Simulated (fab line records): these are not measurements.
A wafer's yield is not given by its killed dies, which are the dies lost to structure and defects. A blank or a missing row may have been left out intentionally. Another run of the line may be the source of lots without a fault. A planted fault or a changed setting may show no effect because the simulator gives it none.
A struck lot beside a sound one | flow n5-finfet | 37 steps out of a route of 1938
Sound: these wafers, L150.1, L150.4, L150.6. Wafers struck: L159.3, L159.4, L159.5. The cause comes at the end.
For every step that has rows: the tool of each side, followed by ch and its chambers, followed by its first start. Under that, the readings that differ: sound wafers | struck wafers | difference of the means | sigmas: that difference in standard deviations of wafers without a fault.
alike: a reading whose means differ by less than 2 such deviations, as well as words and numbers matching on both sides. not compared: withheld readings; readings where some wafer has no value; bounds like >300 that might hide an equal value; numbers whose values overlap and for which the record gives no deviation.
A row with sigmas, a row that says differs or no value, or rows on one side alone: a step with any of these is where the two part. When numbers do not overlap yet have no deviation, they are printed without sigmas and do not part them. Lack of a reading on every wafer of one side parts them only where that side has two or more wafers.

first, 9 steps without rows for these wafers: N5_WELL_APT_DESCUM_30 (chemistry O2, time 7.9 s); N5_WELL_APT_IMPLANT_31; N5_WELL_APT_IMPLANT_32; N5_WELL_APT_STRIP_33 (strips in SPM, time 900 s); N5_WELL_APT_RTA_34 (time 10 s); N5_WELL_APT_OXIDE_STRIP_42 (strips SiO2 in dHF, time 45 s, target depth 12 nm); N5_WELL_APT_PRECLEAN_36 (cleans in O3/DIW, time 45 s); N5_WELL_APT_PRECLEAN_39 (cleans in dHF, time 60 s); N5_WELL_APT_SRD_37 (time 30 s).
N5_WELL_APT_EPI_41: deposits Si from SiH4/H2, target thk 50 nm, time 297.7 s.
  sound on epi-rpcvd-04 ch 0, day 3 10:52; struck on epi-rpcvd-04 ch 0, day 5 16:19
  reading                                 | sound             | struck            | difference | sigmas
  run-length-s (s)                        | 356.8 356.7 357.9 | 537.8 536.0 536.4 | +179.6     | +64
  model.Si_of_WELL_APT_EPI_41.thk-nm (nm) | 50.01 49.71 49.58 | 81.52 81.98 82.16 | +32.12     |
  alike: chamber-pressure-Torr, lamp-inner-pct, susceptor_temp_C_max, throttle-valve-pct
then, 24 steps without rows for these wafers: N5_PMOS_HMC_CHANNEL_EPI_HM_DEP_34 (deposits SiO2 from TEOS/O2, target thk 36 nm, time 6.9 s); N5_PMOS_HMC_CHANNEL_EPI_COAT_31 (time 60 s, resist thk 66 nm); N5_PMOS_HMC_CHANNEL_EPI_COAT_03 (resist thk 205 nm); N5_PMOS_HMC_CHANNEL_EPI_EBR_05; N5_PMOS_HMC_CHANNEL_EPI_SOFTBAKE_04 (time 60 s); N5_PMOS_HMC_CHANNEL_EPI_EXPOSE_06 (exposes mask PMOS HMC BLK, target cd 240 nm); N5_PMOS_HMC_CHANNEL_EPI_PEB_07 (peb time 60 s); N5_PMOS_HMC_CHANNEL_EPI_DEVELOP_08 (develop time 30 s); N5_PMOS_HMC_CHANNEL_EPI_DESCUM_14 (chemistry O2, time 7.9 s); N5_PMOS_HMC_CHANNEL_EPI_ETCH_32 (etches BARC in N2/H2, stops on SiO2, target depth 85.8 nm, time 50.3 s); N5_PMOS_HMC_CHANNEL_EPI_HM_OPEN_15 (chemistry CHF3/O2, target SiO2, target depth 40.6 nm, time 20.3 s); N5_PMOS_HMC_CHANNEL_EPI_STRIP_33 (strips in N2/H2); N5_PMOS_HMC_CHANNEL_EPI_STRIP_17 (strips in SPM, time 750 s); N5_PMOS_HMC_CHANNEL_EPI_ETCH_38 (etches SiO2 in CF4, target depth 1.5 nm); N5_PMOS_HMC_CHANNEL_EPI_FIN_RECESS_16 (chemistry HBr/Cl2, target Si, target depth 54 nm, time 18 s); N5_PMOS_HMC_CHANNEL_EPI_PRECLEAN_36 (cleans in O3/DIW, time 45 s); N5_PMOS_HMC_CHANNEL_EPI_PRECLEAN_18 (cleans in DHF, time 30 s); N5_PMOS_HMC_CHANNEL_EPI_SRD_19 (time 30 s); N5_PMOS_HMC_CHANNEL_EPI_EPI_20 (deposits SiGe30, target thk 59 nm); N5_PMOS_HMC_CHANNEL_EPI_HM_STRIP_35 (strips SiO2 in dHF, material SiO2, target depth 39.6 nm, time 216 s); N5_PMOS_HMC_CHANNEL_EPI_SRD_39 (time 30 s); N5_PMOS_HMC_CHANNEL_EPI_CMP_21 (polishes SiGe30, target thk 54 nm); N5_PMOS_HMC_CHANNEL_EPI_PRECLEAN_40 (cleans in DHF, time 30 s); N5_PMOS_HMC_CHANNEL_EPI_PRECLEAN_37 (cleans in O3/DIW, time 45 s).
N5_SD_EPI_N_STRIP_18: strips in SPM, time 750 s.
  sound on wet-bench-04 ch 0,6,7, day 4 23:35; struck on wet-bench-01 ch 3,4,5, day 7 02:40
  reading                                 | sound       | struck         | difference | sigmas
  model.Si_of_WELL_APT_EPI_41.thk-nm (nm) | 8.8 7.8 7.6 | 39.2 39.8 39.8 | +31.5      |
-- here the record skips 7 days between the struck wafers' starts before and after, leaving off in module SD_EPI_N and picking up in module BEOL_M4 (first step shown: number 1111 of the route) --
N5_BEOL_M4_RC_MEAS_101:
  sound on prober-01 ch 0, day 11 12:19; struck on prober-02 ch 0, day 13 22:15
  reading            | sound             | struck            | difference | sigmas
  CJ_N               | 4.28 4.31 4.37    | 2.57 2.59 2.55    | -1.75      | -21
  CJ_P               | 5.87 5.43 5.87    | 2.22 2.23 2.24    | -3.49      | -19
  DIBL_N (mV/V)      | 35.3 38.3 37.8    | 51.7 51.4 45.9    | +12.5      | +8
  IOFF_N (nA/um)     | 0.15 0.20 0.19    | 1.35 1.21 0.77    | +0.93      | +29
  IOFF_N_85C (nA/um) | 3.0 3.8 3.6       | 18.7 17.2 11.7    | +12.4      | +23
  IOFF_N_LIN (nA/um) | 0.073 0.090 0.083 | 0.147 0.138 0.122 | +0.054     | +4
  IOFF_P (nA/um)     | 0.23 0.29 0.27    | 0.44 0.36 0.32    | +0.11      | +3
  IOFF_P_85C (nA/um) | 4.0 4.7 4.4       | 7.0 5.8 5.2       | +1.6       | +3
  RS_NWELL (ohm/sq)  | 1045 1042 1045    | 983 968 980       | -67        | -9
  RS_PWELL (ohm/sq)  | 2990 3037 3026    | 2365 2395 2367    | -642       | -29
  SS_N (mV/dec)      | 72.0 72.6 72.0    | 93.0 91.4 84.6    | +17.5      | +27
  SS_P (mV/dec)      | 73.5 74.3 74.6    | 78.2 76.7 75.1    | +2.5       | +4
  alike: DIBL_P, ION_N, ION_P, VT_N, VT_P
-- here the record skips 5 days between the struck wafers' starts before and after, leaving off in module BEOL_M4 and picking up in module PASSIVATION (first step shown: number 1936 of the route) --
N5_PASSIVATION_PROBE_49:
  sound on prober-01 at day 15 23:44; struck on prober-01 at day 18 14:07
  reading                | sound          | struck            | difference | sigmas
  sort_bin_4_leakage (%) | 0 0 0          | 91.19 90.59 88.81 | +90.20     |
  sort-n-pass            | 1102 1077 1081 | 0 0 5             | -1085      | -72
  sort-yield-pct (%)     | 93.4 91.3 91.6 | 0 0 0.4           | -92        | -77
  alike: defect-limited-yield, killed_at_M0_to_M3, killed_at_M4_up, killed-at-contacts, killed-at-front-end, killed-at-other, killed-dies, killed-open, killed-short, sort_bin_5_function, sort_bin_6_memory

== WHERE THEY PART ==
First at N5_WELL_APT_EPI_41; last, within this record, at N5_PASSIVATION_PROBE_49.

WHY: what had been put in by the simulator
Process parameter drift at N5_WELL_APT_EPI_41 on epi-rpcvd-04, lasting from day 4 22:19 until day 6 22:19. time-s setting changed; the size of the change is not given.
